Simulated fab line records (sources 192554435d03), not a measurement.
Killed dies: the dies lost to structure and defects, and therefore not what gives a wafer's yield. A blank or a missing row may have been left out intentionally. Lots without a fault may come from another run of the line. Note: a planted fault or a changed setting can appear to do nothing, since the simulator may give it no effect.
fab line records    flow n5-finfet
[record] lots = 7  wafers = 39
route steps=1938 shown BEOL_M2@890 BEOL_M8@1391 BEOL_M11@1539
start-h: start of the lot's first displayed wafer, in hours after the record's first day    wait-h: how many hours have passed since the lot's step before this one    " repeats the value in the row above    L1.1+2: one row covering several wafers at once    - value missing, or start not given    * or withheld: withheld    < > ~ a bound
route shown NAME@n: a module of which the file shows steps, and the number in the route of the first    usual: the fault-free wafers' mean and standard deviation    same: alike in all rows    chamber/n: place in a boat    sites: per-site readings    _std_site: standard deviation of those values    _edge_site: mean of outer sites minus mean of inner sites    radius-mm: for every site, how far away it sits from the centre of the wafer    mask NAME#n: copy n    behind: the tool/chamber that last shaped the wafer    hold: cause of the lot's hold/its duration in hours/its outcome    device: transistor that didn't switch, given as n, p or np    end of line: tests of these same wafers at the route's end    where a step has no rows: the recipe by itself    killed: count of dies lost to structure and defects at first sort (not the wafer's yield)    map: dies across one wafer; x = killed, . = not, _ = none there
set.NAME: setting as actually run; set.NAME@STEP: the setting as run at that earlier step    model.NAME: the simulator's own value behind a step, which no gauge read
one table per step and one row per wafer, for lots whose settings were changed on purpose
[[steps]]
[step N5_BEOL_M2_TRENCH_ETCH_37]
[recipe] chemistry = C4F6/O2  target-depth-a = 555.55  target = SiOC  time-s = 29.2  ion-energy-ev = 250  pressure-mtorr = 30  source-w = 355  bias-w = 185  Ar_flow_sccm = 300  C4F6_flow_sccm = 10  O2_flow_sccm = 10
lot.wafer  tool         chamber  start-h  wait-h  set.target-depth-a  model.etch.depth-nm  model.BEOL_M2.feature-depth-nm  model.TiN_of_BEOL_M2_HM_DEP_02.thk-nm
L079.1     rie-diel-04  2        -        -       555.55              55.99                56                              17.6
L079.2     "            1        "        "       365.9               35.07                35                              18.6
L079.3     "            0        "        "       555.55              55.5                 55.4                            17.6
L079.4     "            3        "        "       555.55              54.89                54.8                            17.8
L079.5     "            1        "        "       365.9               35.42                35.4                            18.6
L079.6     "            0        "        "       365.9               36.35                36.4                            18.4
L084.2     rie-diel-02  2        -        -       555.55              56.66                56.6                            18
L084.4     "            3        "        "       555.55              56.85                56.8                            17.8
L084.5     "            2        "        "       555.55              56.48                56.4                            17.8
L087.1     rie-diel-02  3        -        -       555.55              56.53                56.6                            17.6
L087.2     "            2        "        "       826.9               84.43                84.4                            16.6
L087.3     "            1        "        "       555.55              53.17                53.2                            17.8
L087.4     "            2        "        "       826.9               83.88                83.8                            16.4
L087.5     "            1        "        "       555.55              53.21                53.2                            17.8
L087.6     "            3        "        "       826.9               84.36                84.4                            16.4
L090.1     rie-diel-04  0        -        -       555.55              54.71                54.8                            17.6
L090.2     "            2        "        "       555.55              54.32                54.4                            17.8
L090.3     "            3        "        "       555.55              53.64                53.6                            17.8
L090.4     "            1        "        "       555.55              52.56                52.6                            17.8
L090.5     "            3        "        "       555.55              54.46                54.4                            17.6
L090.6     "            2        "        "       555.55              54.87                54.8                            18
L092.1     rie-diel-05  2        -        -       555.55              55.13                55.2                            17
L092.2     "            0        "        "       555.55              52.67                52.6                            17.4
L092.3     "            3        "        "       555.55              54.61                54.6                            17.2
L092.4     "            1        "        "       555.55              57.36                57.4                            17.4
L092.5     "            3        "        "       555.55              55.26                55.2                            17.2
L092.6     "            0        "        "       555.55              52.97                53                              17
L094.1     rie-diel-04  0        -        -       555.55              54.27                54.2                            17
L094.2     "            3        "        "       555.55              53.49                53.4                            17.4
L094.3     "            1        "        "       739.4               70.77                70.8                            16.2
L094.4     "            2        "        "       739.4               73.28                73.2                            16.2
L094.5     "            1        "        "       555.55              53.34                53.4                            17.6
L094.6     "            0        "        "       739.4               71.99                72                              16.2
L096.1     rie-diel-02  2        -        -       555.55              56.77                56.8                            17.4
L096.2     "            1        "        "       677.6               64.78                64.8                            17.8
L096.3     "            3        "        "       677.6               69.04                69                              17
L096.4     "            0        "        "       555.55              56.55                56.6                            17.4
L096.5     "            3        "        "       555.55              56.48                56.4                            17.4
L096.6     "            0        "        "       677.6               69.21                69.2                            17.4
[step N5_BEOL_M2_ETCH_41]
[recipe] chemistry = CH3F/O2  target = SiCN  target-depth-a = 299  taper-deg = 2  time-s = 52.5  ion-energy-ev = 120  mask-material = TiN  pressure-mtorr = 30  source-w = 395  bias-w = 75  Ar_flow_sccm = 150  CH3F_flow_sccm = 30  O2_flow_sccm = 20
[step N5_BEOL_M2_STRIP_97]
[recipe] chemistry = N2/H2  time-s = 10  power-w = 450  temp-c = 40  pressure-mtorr = 20  rf-frequency-hz = 6e+07  bias-power-w = 7  n2-flow-sccm = 200  h2-flow-sccm = 200
[step N5_BEOL_M2_OCD_MEAS_38]
[usual] trench-depth-nm = 54.5/1.4
lot.wafer  tool    chamber  start-h  wait-h  set.target-depth-a@BEOL_M2_TRENCH_ETCH_37  trench-depth-nm
L079.1     ocd-01  -        181.10   -       555.55                                     55.5
L079.2     "       -        "        "       365.9                                      35.0
L079.3     "       -        "        "       555.55                                     55.7
L079.4     "       -        "        "       555.55                                     54.8
L079.5     "       -        "        "       365.9                                      35.5
L079.6     "       -        "        "       365.9                                      36.7
L084.2     ocd-02  -        214.34   -       555.55                                     57.2
L084.4     "       -        "        "       555.55                                     56.6
L084.5     "       -        "        "       555.55                                     56.2
L087.1     ocd-02  -        227.81   -       555.55                                     56.2
L087.2     "       -        "        "       826.9                                      84.4
L087.3     "       -        "        "       555.55                                     53.0
L087.4     "       -        "        "       826.9                                      84.1
L087.5     "       -        "        "       555.55                                     53.1
L087.6     "       -        "        "       826.9                                      84.0
L090.1     ocd-01  -        248.40   -       555.55                                     54.9
L090.2     "       -        "        "       555.55                                     54.4
L090.3     "       -        "        "       555.55                                     53.4
L090.4     "       -        "        "       555.55                                     52.4
L090.5     "       -        "        "       555.55                                     54.0
L090.6     "       -        "        "       555.55                                     55.8
L092.1     ocd-01  -        273.02   -       555.55                                     55.1
L092.2     "       -        "        "       555.55                                     52.6
L092.3     "       -        "        "       555.55                                     54.5
L092.4     "       -        "        "       555.55                                     57.5
L092.5     "       -        "        "       555.55                                     55.0
L092.6     "       -        "        "       555.55                                     52.8
L094.1     ocd-02  -        273.92   -       555.55                                     54.5
L094.2     "       -        "        "       555.55                                     53.8
L094.3     "       -        "        "       739.4                                      70.8
L094.4     "       -        "        "       739.4                                      73.1
L094.5     "       -        "        "       555.55                                     53.7
L094.6     "       -        "        "       739.4                                      72.2
L096.1     ocd-01  -        279.50   -       555.55                                     57.1
L096.2     "       -        "        "       677.6                                      64.4
L096.3     "       -        "        "       677.6                                      68.7
L096.4     "       -        "        "       555.55                                     56.3
L096.5     "       -        "        "       555.55                                     56.5
L096.6     "       -        "        "       677.6                                      68.8
[step N5_BEOL_M2_HM_STRIP_39]
[recipe] chemistry = peroxide-tin-strip  material = TiN  target-depth-a = 250  temp-c = 50  time-s = 158
[step N5_BEOL_M2_SRD_40]
[recipe] time-s = 30  temp-c = 23  rinse-liquid = diw  dry = ipa-marangoni
[step N5_BEOL_M2_ECD_50]
[recipe] material = Cu  target-thk-a = 3000
[step N5_BEOL_M2_ANNEAL_51]
[recipe] temp-c = 225  time-s = 90  ambient = N2
[step N5_BEOL_M2_CMP_52]
[recipe] stop-on = SiOC  t-overpolish-s = 6.8  down-force-psi = 1  platen-rpm = 50  clearing-platen-down-force-psi = 1.5  clearing-platen-rpm = 50  post-cmp-clean = cu-alkaline  target-thk-nm = 40  clearing-platen-pad-velocity-m-s = 0.99484  pad-velocity-m-s = 0.99484
lot.wafer  tool    chamber  start-h  wait-h  set.target-depth-a@BEOL_M2_TRENCH_ETCH_37  model.Cu_of_BEOL_M2_ECD_50.thk-nm
L079.2     cmp-04  3        184.57   0.2     365.9                                      18
L079.3     "       0        "        "       555.55                                     38.2
L079.1     "       1        "        "       555.55                                     40.4
L079.4     "       2        "        "       555.55                                     38.4
L079.5     "       3        "        "       365.9                                      18.2
L079.6     "       0        "        "       365.9                                      19.4
L084.4     cmp-02  3        219.60   0.2     555.55                                     40.4
L084.2     "       1        "        "       555.55                                     42.2
L084.5     "       3        "        "       555.55                                     40.8
L087.4     cmp-04  1        231.41   0.1     826.9                                      69.6
L087.1     "       2        "        "       555.55                                     41.2
L087.3     "       3        "        "       555.55                                     37.4
L087.2     "       0        "        "       826.9                                      69
L087.6     "       1        "        "       826.9                                      68.6
L087.5     "       2        "        "       555.55                                     36.4
L090.1     cmp-02  1        251.71   0.3     555.55                                     38.4
L090.2     "       2        "        "       555.55                                     37.6
L090.3     "       3        "        "       555.55                                     37.8
L090.4     "       0        "        "       555.55                                     36.6
L090.5     "       1        "        "       555.55                                     39.2
L090.6     "       2        "        "       555.55                                     38.8
L092.4     cmp-02  2        276.60   0.1     555.55                                     42
L092.2     "       3        "        "       555.55                                     37
L092.1     "       0        "        "       555.55                                     39
L092.3     "       1        "        "       555.55                                     40.2
L092.5     "       2        "        "       555.55                                     39.2
L092.6     "       3        "        "       555.55                                     37.6
L094.3     cmp-04  3        278.04   0.3     739.4                                      56
L094.1     "       0        "        "       555.55                                     39
L094.2     "       1        "        "       555.55                                     38.2
L094.4     "       2        "        "       739.4                                      59.4
L094.6     "       3        "        "       739.4                                      56.8
L094.5     "       0        "        "       555.55                                     37.6
L096.2     cmp-04  3        283.03   0.2     677.6                                      47
L096.3     "       0        "        "       677.6                                      52.2
L096.1+4   "       1,2      "        "       555.55                                     41.2
L096.5     "       3        "        "       555.55                                     39.4
L096.6     "       0        "        "       677.6                                      52.4
[step N5_BEOL_M2_THK_MEAS_53]
[recipe] thk-meas-gauge = xrf  reads = Cu_of_BEOL_M2_ECD_50
[usual] M2_THK = 38.7/1.7
lot.wafer  tool           chamber  start-h  wait-h  set.target-depth-a@BEOL_M2_TRENCH_ETCH_37  M2_THK[nm]
L079.1     film-metro-02  -        184.86   -       555.55                                     40.7
L079.2     "              -        "        "       365.9                                      18.1
L079.3     "              -        "        "       555.55                                     38.6
L079.4     "              -        "        "       555.55                                     38.8
L079.5     "              -        "        "       365.9                                      18.6
L079.6     "              -        "        "       365.9                                      19.7
L084.2     film-metro-02  -        219.89   -       555.55                                     42.5
L084.4     "              -        "        "       555.55                                     40.8
L084.5     "              -        "        "       555.55                                     41.2
L087.1     film-metro-02  -        231.70   -       555.55                                     41.2
L087.2     "              -        "        "       826.9                                      68.9
L087.3     "              -        "        "       555.55                                     37.5
L087.4     "              -        "        "       826.9                                      69.7
L087.5     "              -        "        "       555.55                                     36.3
L087.6     "              -        "        "       826.9                                      68.7
L090.1     film-metro-02  -        252.16   -       555.55                                     38.8
L090.2     "              -        "        "       555.55                                     38.0
L090.3     "              -        "        "       555.55                                     38.1
L090.4     "              -        "        "       555.55                                     36.8
L090.5     "              -        "        "       555.55                                     39.5
L090.6     "              -        "        "       555.55                                     39.3
L092.1     film-metro-01  -        276.89   -       555.55                                     39.4
L092.2     "              -        "        "       555.55                                     37.5
L092.3     "              -        "        "       555.55                                     40.5
L092.4     "              -        "        "       555.55                                     42.4
L092.5     "              -        "        "       555.55                                     39.7
L092.6     "              -        "        "       555.55                                     38.0
L094.1     film-metro-02  -        278.34   -       555.55                                     38.9
L094.2     "              -        "        "       555.55                                     38.2
L094.3     "              -        "        "       739.4                                      56.1
L094.4     "              -        "        "       739.4                                      59.5
L094.5     "              -        "        "       555.55                                     38.0
L094.6     "              -        "        "       739.4                                      57.0
L096.1     film-metro-01  -        283.32   -       555.55                                     41.3
L096.2     "              -        "        "       677.6                                      47.2
L096.3     "              -        "        "       677.6                                      52.2
L096.4     "              -        "        "       555.55                                     41.3
L096.5     "              -        "        "       555.55                                     39.5
L096.6     "              -        "        "       677.6                                      52.7
[step N5_BEOL_M2_PRE_CLEAN_60]
[recipe] gas = NH3/H2  time-s = 15  temp-c = *  rf-power-w = 300
[step N5_BEOL_M2_CO_CAP_55]
[recipe] material = Co  target-thk-a = 20  temp-c = 200  precursor = CCTBA/H2  pressure-torr = 30  time-s = 102.1
[step N5_BEOL_M2_PRE_CLEAN_56]
[recipe] gas = NH3  time-s = 15  temp-c = withheld  rf-power-w = 300
[step N5_BEOL_M2_DEP_57]
[recipe] material = SiCN  target-thk-a = 80  temp-c = withheld  precursor = 3MS/NH3  pressure-torr = 3  rf-w = 202  time-s = 14
[step N5_BEOL_M2_RS_MEAS_58]
[recipe] thk-meas-gauge = four-point-probe  reads = Co_of_BEOL_M2_CO_CAP_55+Cu_of_BEOL_M2_ECD_50+Co_of_BEOL_M2_CVD_47+TaN_of_BEOL_M2_ALD_84
[usual] M2_RS = 0.70/0.039
lot.wafer  tool           chamber  start-h  wait-h  set.target-depth-a@BEOL_M2_TRENCH_ETCH_37  M2_RS[ohm/sq]
L079.1     film-metro-01  -        185.13   0.0     555.55                                     0.66
L079.2     "              -        "        "       365.9                                      1.97
L079.3     "              -        "        "       555.55                                     0.71
L079.4     "              -        "        "       555.55                                     0.70
L079.5     "              -        "        "       365.9                                      1.93
L079.6     "              -        "        "       365.9                                      1.77
L084.2     film-metro-01  -        220.15   0.1     555.55                                     0.62
L084.4     "              -        "        "       555.55                                     0.66
L084.5     "              -        "        "       555.55                                     0.65
L087.1     film-metro-02  -        231.96   0.0     555.55                                     0.64
L087.2     "              -        "        "       826.9                                      0.34
L087.3     "              -        "        "       555.55                                     0.73
L087.4     "              -        "        "       826.9                                      0.34
L087.5     "              -        "        "       555.55                                     0.76
L087.6     "              -        "        "       826.9                                      0.34
L090.1     film-metro-02  -        252.42   0.0     555.55                                     0.70
L090.2     "              -        "        "       555.55                                     0.72
L090.3     "              -        "        "       555.55                                     0.72
L090.4     "              -        "        "       555.55                                     0.75
L090.5     "              -        "        "       555.55                                     0.69
L090.6     "              -        "        "       555.55                                     0.69
L092.1     film-metro-02  -        277.15   0.0     555.55                                     0.69
L092.2     "              -        "        "       555.55                                     0.74
L092.3     "              -        "        "       555.55                                     0.66
L092.4     "              -        "        "       555.55                                     0.63
L092.5     "              -        "        "       555.55                                     0.69
L092.6     "              -        "        "       555.55                                     0.72
L094.1     film-metro-01  -        278.60   0.0     555.55                                     0.69
L094.2     "              -        "        "       555.55                                     0.71
L094.3     "              -        "        "       739.4                                      0.44
L094.4     "              -        "        "       739.4                                      0.41
L094.5     "              -        "        "       555.55                                     0.72
L094.6     "              -        "        "       739.4                                      0.43
L096.1     film-metro-02  -        283.58   0.0     555.55                                     0.64
L096.2     "              -        "        "       677.6                                      0.54
L096.3     "              -        "        "       677.6                                      0.48
L096.4     "              -        "        "       555.55                                     0.64
L096.5     "              -        "        "       555.55                                     0.68
L096.6     "              -        "        "       677.6                                      0.47
[step N5_BEOL_M8_CVD_78]
[recipe] material = Co  target-thk-a = 20  temp-c = withheld  precursor = CCTBA/H2  pressure-torr = 30  time-s = 142.3
lot.wafer   tool       chamber  start-h  wait-h  set.target-thk-a  model.Co_of_BEOL_M8_CVD_78.thk-nm
L079.1+5+6  cvd-co-02  1,1,0    261.45   0.0     20                2
L079.2      "          0        "        "       12.54             1.2
L079.3      "          2        "        "       12.54             1.6
L079.4      "          2        "        "       12.54             1.4
L084.2      cvd-co-01  1        301.06   0.1     20                2.2
L084.4      "          0        "        "       20                2.4
L084.5      "          1        "        "       20                2
L087.1+6    cvd-co-01  0,2      312.25   0.5     11.09             1.2
L087.2+4    "          2,0      "        "       20                2
L087.3      "          1        "        "       11.09             1
L087.5      "          1        "        "       20                2.2
L090.1+5    cvd-co-01  2,0      339.83   0.1     20                2
L090.2+3    "          0        "        "       15.42             1.6
L090.4      "          2        "        "       20                2.2
L090.6      "          2        "        "       15.42             1.4
L092.1      cvd-co-01  0        354.27   0.1     20                2.2
L092.2+3+6  "          2,2,0    "        "       30.82             3.2
L092.4+5    "          0,2      "        "       20                2
L094.1+5    cvd-co-02  0,2      368.89   0.0     27.22             3
L094.2      "          2        "        "       20                2.4
L094.3      "          1        "        "       20                2.2
L094.4      "          1        "        "       20                2
L094.6      "          0        "        "       27.22             2.8
L096.1+3+4  cvd-co-01  0,1,2    369.77   0.2     20                2
L096.2+6    "          2,0      "        "       30.96             3
L096.5      "          1        "        "       30.96             3.2
[step N5_BEOL_M11_PECVD_70]
[recipe] material = SiO2  target-thk-a = 200  temp-c = 400  precursor = TEOS/O2  pressure-torr = 5.5  rf-w = 450  teos-flow-sccm = 53.8  gas = O2  flow-sccm = 3000  time-s = 22.7
lot.wafer  tool      chamber  start-h  wait-h  set.time-s  model.SiO2_of_BEOL_M11_PECVD_70.thk-nm
L079.1+5   pecvd-01  0,2      282.37   0.0     22.7        20.4
L079.2+6   "         1        "        "       22.7        20
L079.3     "         2        "        "       22.7        20.2
L079.4     "         0        "        "       22.7        20.6
L084.2     pecvd-01  1        324.17   0.0     22.7        19.4
L084.4     "         2        "        "       22.7        19.8
L084.5     "         0        "        "       22.7        20.2
L087.1     pecvd-01  2        333.56   0.0     22.7        19.8
L087.2     "         1        "        "       22.7        19.4
L087.3     "         0        "        "       22.7        20
L087.4+6   "         2,0      "        "       22.7        20.2
L087.5     "         1        "        "       22.7        19.6
L090.1     pecvd-04  0        359.91   0.0     22.7        20.2
L090.2+4   "         1,2      "        "       22.7        20.4
L090.3     "         2        "        "       22.7        20
L090.5+6   "         1,0      "        "       22.7        20.6
L092.1     pecvd-02  0        368.73   0.0     22.7        19.6
L092.2     "         1        "        "       22.7        20.2
L092.3     "         2        "        "       22.7        20
L092.4     "         1        "        "       29          25.8
L092.5     "         2        "        "       29          25.6
L092.6     "         0        "        "       29          25.4
L094.1     pecvd-01  0        387.91   0.0     14.93       13.2
L094.2     "         1        "        "       22.7        19.4
L094.3     "         2        "        "       14.93       12.6
L094.4     "         0        "        "       14.93       13.6
L094.5     "         1        "        "       22.7        20
L094.6     "         2        "        "       22.7        20.4
L096.1     pecvd-04  2        393.53   0.0     22.7        19.8
L096.2     "         0        "        "       28.06       24
L096.3+4   "         0,2      "        "       28.06       24.6
L096.5     "         2        "        "       22.7        20.2
L096.6     "         0        "        "       22.7        20
[step N5_BEOL_M11_HM_DEP_02]
[recipe] material = TiN  target-thk-a = 200  temp-c = 25  chamber-pressure-pa = 0.49996
[step N5_BEOL_M11_COAT_59]
[recipe] resist = SOC  temp-c = 250  time-s = 60  spin-rpm = 1500  resist-thk-nm = 100
[step N5_BEOL_M11_ECD_50]
[recipe] material = Cu  target-thk-a = 3180
[step N5_BEOL_M11_ANNEAL_51]
[recipe] temp-c = 225  time-s = 90  ambient = N2
[step N5_BEOL_M11_CMP_52]
[recipe] stop-on = SiCOH_lowk  t-overpolish-s = 7  down-force-psi = 1  platen-rpm = 50  clearing-platen-down-force-psi = 1.5  clearing-platen-rpm = 50  post-cmp-clean = cu-alkaline  target-thk-nm = 140  clearing-platen-pad-velocity-m-s = 0.99484  pad-velocity-m-s = 0.99484
[usual] barrier-field-endpoint-s = 28.9/0.75
lot.wafer  tool    chamber  start-h  wait-h  set.time-s@BEOL_M11_PECVD_70  barrier-field-endpoint-s
L079.1     cmp-01  2        289.35   0.3     22.7                          29.2
L079.2     "       3        "        "       22.7                          29.5
L079.3     "       0        "        "       22.7                          29.8
L079.4     "       1        "        "       22.7                          29.2
L079.5     "       2        "        "       22.7                          29.3
L079.6     "       3        "        "       22.7                          29.2
L084.4     cmp-04  1        332.33   0.2     22.7                          29.6
L084.2     "       2        "        "       22.7                          28.6
L084.5     "       3        "        "       22.7                          29.0
L087.1     cmp-04  3        340.99   0.3     22.7                          28.9
L087.3     "       0        "        "       22.7                          29.0
L087.4     "       1        "        "       22.7                          30.0
L087.2     "       2        "        "       22.7                          28.6
L087.5     "       3        "        "       22.7                          28.1
L087.6     "       0        "        "       22.7                          29.2
L090.2     cmp-02  1        366.20   0.2     22.7                          30.1
L090.1     "       2        "        "       22.7                          29.1
L090.3     "       3        "        "       22.7                          28.6
L090.4     "       0        "        "       22.7                          29.8
L090.5     "       1        "        "       22.7                          30.7
L090.6     "       2        "        "       22.7                          29.4
L092.3     cmp-02  0        377.71   0.2     22.7                          29.2
L092.4     "       1        "        "       29                            36.7
L092.2     "       2        "        "       22.7                          29.1
L092.1     "       3        "        "       22.7                          28.4
L092.6     "       0        "        "       29                            35.8
L092.5     "       1        "        "       29                            36.7
L094.2     cmp-04  1        396.40   0.2     22.7                          28.6
L094.3     "       2        "        "       14.93                         20.4
L094.1     "       3        "        "       14.93                         20.2
L094.4     "       0        "        "       14.93                         21.2
L094.6     "       1        "        "       22.7                          29.9
L094.5     "       2        "        "       22.7                          28.7
L096.3     cmp-04  2        401.51   0.2     28.06                         35.2
L096.4     "       3        "        "       28.06                         34.7
L096.1     "       0        "        "       22.7                          28.4
L096.2     "       1        "        "       28.06                         33.9
L096.5     "       2        "        "       22.7                          29.2
L096.6     "       3        "        "       22.7                          28.6
[[key]]
[split] step = N5_BEOL_M2_TRENCH_ETCH_37  setting = target-depth-a  stated = 555.55  by = wafer
[response] step = N5_BEOL_M2_TRENCH_ETCH_37  reading = model.etch.depth-nm  change = +0.583  per = 1%  r = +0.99
[response] step = N5_BEOL_M2_TRENCH_ETCH_37  reading = model.BEOL_M2.feature-depth-nm  change = +0.582  per = 1%  r = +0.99
[response] step = N5_BEOL_M2_TRENCH_ETCH_37  reading = model.TiN_of_BEOL_M2_HM_DEP_02.thk-nm  change = -0.0251  per = 1%  r = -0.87
[response] step = N5_BEOL_M2_OCD_MEAS_38  reading = trench-depth-nm  change = +0.578  per = 1%  r = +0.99
[response] step = N5_BEOL_M2_CMP_52  reading = model.Cu_of_BEOL_M2_ECD_50.thk-nm  change = +0.595  per = 1%  r = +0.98
[response] step = N5_BEOL_M2_THK_MEAS_53  reading = M2_THK  change = +0.596  per = 1%  r = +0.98
[response] step = N5_BEOL_M2_RS_MEAS_58  reading = M2_RS  shape = bent  at-lowest = 1.89  at-stated = 0.69  at-highest = 0.34
[split] step = N5_BEOL_M8_CVD_78  setting = target-thk-a  stated = 20  by = wafer
[response] step = N5_BEOL_M8_CVD_78  reading = model.Co_of_BEOL_M8_CVD_78.thk-nm  change = +0.02  per = 1%  r = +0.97
[split] step = N5_BEOL_M11_PECVD_70  setting = time-s  stated = 22.7  by = wafer
[response] step = N5_BEOL_M11_PECVD_70  reading = model.SiO2_of_BEOL_M11_PECVD_70.thk-nm  change = +0.198  per = 1%  r = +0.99
[response] step = N5_BEOL_M11_CMP_52  reading = barrier-field-endpoint-s  change = +0.255  per = 1%  r = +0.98
